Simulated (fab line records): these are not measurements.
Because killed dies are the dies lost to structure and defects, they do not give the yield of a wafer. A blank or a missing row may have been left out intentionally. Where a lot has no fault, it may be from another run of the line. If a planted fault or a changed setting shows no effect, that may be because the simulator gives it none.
Chamber matching :: flow n5Finfet :: N5_BEOL_M5_CO_CAP_78 on cvdCo-01: 3 sister chambers
The step material Co, precursor CCTBA/H2, target thk 2 nm, time 102.1 s. 6 wafers are shown with their chamber, then 8 later ones without.

== WAFERS WITH THEIR CHAMBER ==
wafer: L088.3
chamber: 2
heaterPowerW (W): 220

wafer: L088.5
chamber: 0
heaterPowerW (W): 213

wafer: L090.1
chamber: 2
heaterPowerW (W): 215

wafer: L090.3
chamber: 1
heaterPowerW (W): 195

wafer: L090.6
chamber: 1
heaterPowerW (W): 195

wafer: L092.1
chamber: 0
heaterPowerW (W): 218

== WAFERS MISSING THEIR CHAMBER ==
wafer: L092.4
heaterPowerW (W): 222

wafer: L092.6
heaterPowerW (W): 199

wafer: L095.1
heaterPowerW (W): 213

wafer: L095.3
heaterPowerW (W): 208

wafer: L095.4
heaterPowerW (W): 213

wafer: L096.2
heaterPowerW (W): 193

wafer: L096.3
heaterPowerW (W): 216

wafer: L096.6
heaterPowerW (W): 199

== CHAMBER TAKEN BY EACH ==
wafer: L092.4
from the rows above: can't be placed: 2 or 0
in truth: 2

wafer: L092.6
from the rows above: 1
in truth: 1

wafer: L095.1
from the rows above: can't be placed: 0 or 2
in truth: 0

wafer: L095.3
from the rows above: can't be placed: 0 or 2 or 1
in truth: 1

wafer: L095.4
from the rows above: can't be placed: 0 or 2
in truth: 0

wafer: L096.2
from the rows above: 1
in truth: 1

wafer: L096.3
from the rows above: can't be placed: 0 or 2
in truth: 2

wafer: L096.6
from the rows above: 1
in truth: 1
Correctly placed: 3 of 8. From these rows, 5 cannot be placed; in 5 the true chamber is one of the candidates. Number placed wrongly: 0.
How it was worked out, from the rows above alone: a wafer's distance from a chamber is the root of the sum, over the readings, of the square of ((its reading less the chamber's mean) divided by the reading's scatter). If the next closest chamber is less than 2 further off than the closest, the wafer can't be placed; otherwise it belongs to the closest. A chamber's mean is the mean of its shown wafers. How the scatter is found: for the shown wafers, subtract from each reading the mean of its chamber, square and add these, divide the total by (wafers less chambers), then take the root.
